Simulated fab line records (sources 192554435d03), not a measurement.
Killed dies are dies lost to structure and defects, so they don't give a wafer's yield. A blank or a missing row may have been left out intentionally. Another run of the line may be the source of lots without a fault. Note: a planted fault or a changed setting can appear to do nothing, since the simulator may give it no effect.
Which tool did it?	flow n5Finfet	Sampling: 12 lots, 36 wafers, 3 of 1938 route steps

## WHAT EACH GAUGE READ, for each wafer
N5_GATE_CUT_OVL_MEAS_14.
lot	measured	on	GATE_CUT_OVL (nm)
L075	day 4 23:44	overlay-02	0.0 0.2 0.5
L077	day 5 05:31	overlay-01	-0.1 -0.3 -0.1
L079	day 5 18:43	overlay-01	-0.4 -1.4 -0.9
L081	day 6 07:45	overlay-01	-1.5 -0.9 -1.2
L083	day 6 19:43	overlay-02	-0.3 -0.6 0.0
L085	day 7 06:32	overlay-02	-1.3 -1.1 -1.0
L087	day 7 18:26	overlay-02	-0.7 -0.2 0.0
L089	day 8 06:25	overlay-02	-0.2 -0.1 0.0
L091	day 8 20:54	overlay-01	0.6 -0.3 0.3
L093	day 9 07:26	overlay-02	0.3 0.6 0.2
L095	day 9 17:41	overlay-01	-0.1 -0.5 -0.8
L097	day 10 04:46	overlay-02	0.5 0.5 0.7

## WHAT TOOL EACH LOT RAN ON (gives the tool, then ch and the chambers of the sampled wafers, and finally the start)
lot	N5_HKMG_FIN_STRIP_34	N5_GATE_CUT_SAC_CAP_01
L075	rieDiel-06 ch 0,2,3, day 4 15:10	aldSin-01 ch 1,2,3, day 4 20:38
L077	rieDiel-02 ch 1,2,3, day 4 20:03	aldSin-02 ch 0,1,3, day 5 02:32
L079	rieDiel-01 ch 0,1,3, day 5 10:52	aldSin-02 ch 1,2,3, day 5 15:44
L081	rieDiel-06 ch 0,3, day 5 23:35	aldSin-02 ch 0,3, day 6 04:47
L083	rieDiel-02 ch 1,2, day 6 11:59	aldSin-03 ch 0,2,3, day 6 16:44
L085	rieDiel-01 ch 0,2,3, day 6 22:37	aldSin-01 ch 1,2,3, day 7 03:33
L087	rieDiel-01 ch 1,3, day 7 10:41	aldSin-03 ch 1,2,3, day 7 15:29
L089	rieDiel-02 ch 1,2, day 7 22:25	aldSin-02 ch 0,1,2, day 8 03:19
L091	rieDiel-02 ch 1,2, day 8 12:25	aldSin-02 ch 2,3, day 8 17:49
L093	rieDiel-06 ch 0,1,2, day 8 23:30	aldSin-02 ch 1,2,3, day 9 04:20
L095	rieDiel-02 ch 0,1,3, day 9 09:09	aldSin-01 ch 0,2,3, day 9 14:41
L097	rieDiel-02 ch 0,3, day 9 20:34	aldSin-03 ch 0,1,2, day 10 01:47
- N5_HKMG_FIN_STRIP_34: strips in CF4.
- N5_GATE_CUT_SAC_CAP_01: material SiNx, target thk 24 nm, pulse time 1 s, ald cycles 480.

## THE ANSWER, worked out from the rows above alone
Rule: usual is defined by the lots themselves. Put in order of their means at a reading, lots are off if they are a third of the lots or fewer, leave a main group of 4 or more, and stand apart from it by a gap of 3 or more times the standard deviation of the main group's means; of several such gaps the widest counts. A main group whose means are all the same, to the digits that the tables above print for the reading, isn't used. Also off: a lot with no number at a reading for which 4 or more lots have one. All remaining lots with rows at the step are treated as sound.
No lot is off at any reading shown: from this, nothing can be told.

## WHAT WAS PUT IN BY THE SIMULATOR
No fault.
